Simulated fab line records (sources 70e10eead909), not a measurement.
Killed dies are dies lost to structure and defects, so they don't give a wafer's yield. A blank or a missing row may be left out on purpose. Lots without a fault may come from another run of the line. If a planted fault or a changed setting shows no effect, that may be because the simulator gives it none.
Matching of chambers    flow nand-harc    ald-hk-04 running NHARC_A_CHANNEL_FILL_D1_ALD_14: 4 sister chambers
The step deposits SiO2, target thk 2.5 nm, pulse time 10 s, ald cycles 25. 8 wafers are shown with their chamber, then 7 later ones without.

WAFERS WITH THEIR CHAMBER
wafer   chamber  heater-power-w (W)  precursor-pulse-height-rel
L075.5  0        509                 1.017
L082.2  0        494                 0.996
L085.5  2        571                 1.017
L086.1  1        462                 0.965
L086.2  3        445                 1.024
L086.5  2        564                 0.981
L088.2  1        474                 0.972
L088.4  3        437                 1.014

WAFERS MISSING THEIR CHAMBER
wafer   heater-power-w (W)  precursor-pulse-height-rel
L088.5  461                 0.990
L095.1  433                 1.002
L095.2  578                 0.987
L095.5  461                 1.013
L097.2  572                 0.996
L097.3  472                 0.993
L097.4  483                 0.970

THE CHAMBER EACH PASSED THROUGH
wafer   from the rows above      in truth
L088.5  can't be placed: 1 or 3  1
L095.1  3                        3
L095.2  2                        2
L095.5  can't be placed: 3 or 1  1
L097.2  2                        2
L097.3  1                        1
L097.4  can't be placed: 1 or 0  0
Correctly placed: 4 of 7. From these rows, 3 cannot be placed; in 3 the true chamber is one of the candidates. Placed wrongly: 0.
How it was worked out, from the rows above alone: a wafer's distance from a chamber is the root of the sum, over the readings, of the square of ((its reading less the chamber's mean) divided by the reading's scatter). The wafer belongs to the nearest chamber; if the next one is less than 2 further off, it can't be placed. The mean given for a chamber averages the wafers shown for that chamber. How the scatter is found: for the shown wafers, subtract from each reading the mean of its chamber, square and add these, divide the total by (wafers less chambers), then take the root.
